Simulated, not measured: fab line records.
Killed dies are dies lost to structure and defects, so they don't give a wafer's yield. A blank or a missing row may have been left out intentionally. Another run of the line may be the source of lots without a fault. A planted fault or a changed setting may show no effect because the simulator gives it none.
Matching of chambers || flow n5_finfet || 4 sister chambers for N5_MOL_CONTACT_COAG_ETCH_106 on rie_diel-01
The step etches SOC in N2/H2, target depth 80 nm, overetch 16 nm, time 120 s. 24 wafers are shown with their chamber, then 12 later ones without.

## WAFERS PAIRED WITH THEIR CHAMBERS
{"wafer": "L077.4", "chamber": 1, "showerhead_plenum_p_Torr (Torr)": 2.51, "drypump_motor_current_A (A)": 6.4, "throttle_valve_pct (%)": 17.53}
{"wafer": "L077.5", "chamber": 2, "showerhead_plenum_p_Torr (Torr)": 2.63, "drypump_motor_current_A (A)": 5.4, "throttle_valve_pct (%)": 17.89}
{"wafer": "L077.6", "chamber": 1, "showerhead_plenum_p_Torr (Torr)": 2.51, "drypump_motor_current_A (A)": 6.4, "throttle_valve_pct (%)": 17.56}
{"wafer": "L079.1", "chamber": 3, "showerhead_plenum_p_Torr (Torr)": 2.32, "drypump_motor_current_A (A)": 5.2, "throttle_valve_pct (%)": 17.46}
{"wafer": "L079.4", "chamber": 1, "showerhead_plenum_p_Torr (Torr)": 2.50, "drypump_motor_current_A (A)": 6.5, "throttle_valve_pct (%)": 17.56}
{"wafer": "L079.6", "chamber": 1, "showerhead_plenum_p_Torr (Torr)": 2.50, "drypump_motor_current_A (A)": 6.5, "throttle_valve_pct (%)": 17.54}
{"wafer": "L084.1", "chamber": 0, "showerhead_plenum_p_Torr (Torr)": 2.44, "drypump_motor_current_A (A)": 6.2, "throttle_valve_pct (%)": 17.81}
{"wafer": "L084.3", "chamber": 2, "showerhead_plenum_p_Torr (Torr)": 2.63, "drypump_motor_current_A (A)": 5.4, "throttle_valve_pct (%)": 17.91}
{"wafer": "L084.4", "chamber": 1, "showerhead_plenum_p_Torr (Torr)": 2.50, "drypump_motor_current_A (A)": 6.5, "throttle_valve_pct (%)": 17.57}
{"wafer": "L085.1", "chamber": 2, "showerhead_plenum_p_Torr (Torr)": 2.63, "drypump_motor_current_A (A)": 5.4, "throttle_valve_pct (%)": 17.92}
{"wafer": "L085.4", "chamber": 0, "showerhead_plenum_p_Torr (Torr)": 2.44, "drypump_motor_current_A (A)": 6.2, "throttle_valve_pct (%)": 17.80}
{"wafer": "L085.6", "chamber": 3, "showerhead_plenum_p_Torr (Torr)": 2.32, "drypump_motor_current_A (A)": 5.2, "throttle_valve_pct (%)": 17.49}
{"wafer": "L087.1", "chamber": 3, "showerhead_plenum_p_Torr (Torr)": 2.32, "drypump_motor_current_A (A)": 5.1, "throttle_valve_pct (%)": 17.49}
{"wafer": "L087.2", "chamber": 0, "showerhead_plenum_p_Torr (Torr)": 2.43, "drypump_motor_current_A (A)": 6.2, "throttle_valve_pct (%)": 17.82}
{"wafer": "L087.5", "chamber": 3, "showerhead_plenum_p_Torr (Torr)": 2.32, "drypump_motor_current_A (A)": 5.1, "throttle_valve_pct (%)": 17.50}
{"wafer": "L088.2", "chamber": 3, "showerhead_plenum_p_Torr (Torr)": 2.32, "drypump_motor_current_A (A)": 5.1, "throttle_valve_pct (%)": 17.49}
{"wafer": "L088.3", "chamber": 1, "showerhead_plenum_p_Torr (Torr)": 2.50, "drypump_motor_current_A (A)": 6.5, "throttle_valve_pct (%)": 17.59}
{"wafer": "L088.6", "chamber": 1, "showerhead_plenum_p_Torr (Torr)": 2.50, "drypump_motor_current_A (A)": 6.4, "throttle_valve_pct (%)": 17.58}
{"wafer": "L089.2", "chamber": 2, "showerhead_plenum_p_Torr (Torr)": 2.62, "drypump_motor_current_A (A)": 5.4, "throttle_valve_pct (%)": 17.94}
{"wafer": "L089.3", "chamber": 0, "showerhead_plenum_p_Torr (Torr)": 2.43, "drypump_motor_current_A (A)": 6.2, "throttle_valve_pct (%)": 17.83}
{"wafer": "L089.5", "chamber": 3, "showerhead_plenum_p_Torr (Torr)": 2.32, "drypump_motor_current_A (A)": 5.1, "throttle_valve_pct (%)": 17.49}
{"wafer": "L090.2", "chamber": 2, "showerhead_plenum_p_Torr (Torr)": 2.62, "drypump_motor_current_A (A)": 5.4, "throttle_valve_pct (%)": 17.93}
{"wafer": "L090.4", "chamber": 1, "showerhead_plenum_p_Torr (Torr)": 2.50, "drypump_motor_current_A (A)": 6.5, "throttle_valve_pct (%)": 17.60}
{"wafer": "L090.6", "chamber": 2, "showerhead_plenum_p_Torr (Torr)": 2.62, "drypump_motor_current_A (A)": 5.4, "throttle_valve_pct (%)": 17.94}

SIGNATURES, as means of the wafers listed above
{"reading": "showerhead_plenum_p_Torr", "chamber 0": 2.4350, "chamber 1": 2.5025, "chamber 2": 2.6250, "chamber 3": 2.3200, "scatter within a chamber": 0.00447}
{"reading": "drypump_motor_current_A", "chamber 0": 6.200, "chamber 1": 6.463, "chamber 2": 5.400, "chamber 3": 5.133, "scatter within a chamber": 0.0401}
{"reading": "throttle_valve_pct", "chamber 0": 17.8150, "chamber 1": 17.5663, "chamber 2": 17.9217, "chamber 3": 17.4867, "scatter within a chamber": 0.0191}
Rule: a wafer lies at a distance from a chamber equal to the root of the sum of squares, over the readings, of (its reading less the chamber's mean, divided by the reading's scatter). If the next closest chamber is less than 2 further off than the closest, the wafer can't be placed; otherwise it belongs to the closest. How the scatter is found: for the shown wafers, subtract from each reading the mean of its chamber, square and add these, divide the total by (wafers less chambers), then take the root.

## WAFERS WITH NO CHAMBER GIVEN
{"wafer": "L092.1", "showerhead_plenum_p_Torr (Torr)": 2.49, "drypump_motor_current_A (A)": 6.5, "throttle_valve_pct (%)": 17.58}
{"wafer": "L092.2", "showerhead_plenum_p_Torr (Torr)": 2.43, "drypump_motor_current_A (A)": 6.2, "throttle_valve_pct (%)": 17.83}
{"wafer": "L092.4", "showerhead_plenum_p_Torr (Torr)": 2.32, "drypump_motor_current_A (A)": 5.1, "throttle_valve_pct (%)": 17.52}
{"wafer": "L093.2", "showerhead_plenum_p_Torr (Torr)": 2.43, "drypump_motor_current_A (A)": 6.3, "throttle_valve_pct (%)": 17.82}
{"wafer": "L093.4", "showerhead_plenum_p_Torr (Torr)": 2.31, "drypump_motor_current_A (A)": 5.1, "throttle_valve_pct (%)": 17.52}
{"wafer": "L093.6", "showerhead_plenum_p_Torr (Torr)": 2.49, "drypump_motor_current_A (A)": 6.5, "throttle_valve_pct (%)": 17.60}
{"wafer": "L094.1", "showerhead_plenum_p_Torr (Torr)": 2.43, "drypump_motor_current_A (A)": 6.2, "throttle_valve_pct (%)": 17.85}
{"wafer": "L094.3", "showerhead_plenum_p_Torr (Torr)": 2.62, "drypump_motor_current_A (A)": 5.4, "throttle_valve_pct (%)": 17.96}
{"wafer": "L094.4", "showerhead_plenum_p_Torr (Torr)": 2.31, "drypump_motor_current_A (A)": 5.2, "throttle_valve_pct (%)": 17.51}
{"wafer": "L097.1", "showerhead_plenum_p_Torr (Torr)": 2.31, "drypump_motor_current_A (A)": 5.1, "throttle_valve_pct (%)": 17.52}
{"wafer": "L097.5", "showerhead_plenum_p_Torr (Torr)": 2.31, "drypump_motor_current_A (A)": 5.1, "throttle_valve_pct (%)": 17.52}
{"wafer": "L097.6", "showerhead_plenum_p_Torr (Torr)": 2.62, "drypump_motor_current_A (A)": 5.4, "throttle_valve_pct (%)": 17.96}

## THE CHAMBER EACH PASSED THROUGH
{"wafer": "L092.1", "from the rows above": 1, "in truth": 1}
{"wafer": "L092.2", "from the rows above": 0, "in truth": 0}
{"wafer": "L092.4", "from the rows above": 3, "in truth": 3}
{"wafer": "L093.2", "from the rows above": 0, "in truth": 0}
{"wafer": "L093.4", "from the rows above": 3, "in truth": 3}
{"wafer": "L093.6", "from the rows above": 1, "in truth": 1}
{"wafer": "L094.1", "from the rows above": 0, "in truth": 0}
{"wafer": "L094.3", "from the rows above": 2, "in truth": 2}
{"wafer": "L094.4", "from the rows above": 3, "in truth": 3}
{"wafer": "L097.1", "from the rows above": 3, "in truth": 3}
{"wafer": "L097.5", "from the rows above": 3, "in truth": 3}
{"wafer": "L097.6", "from the rows above": 2, "in truth": 2}
Placed correctly: 12 of 12. From these rows, 0 cannot be placed. 0 placed wrongly.
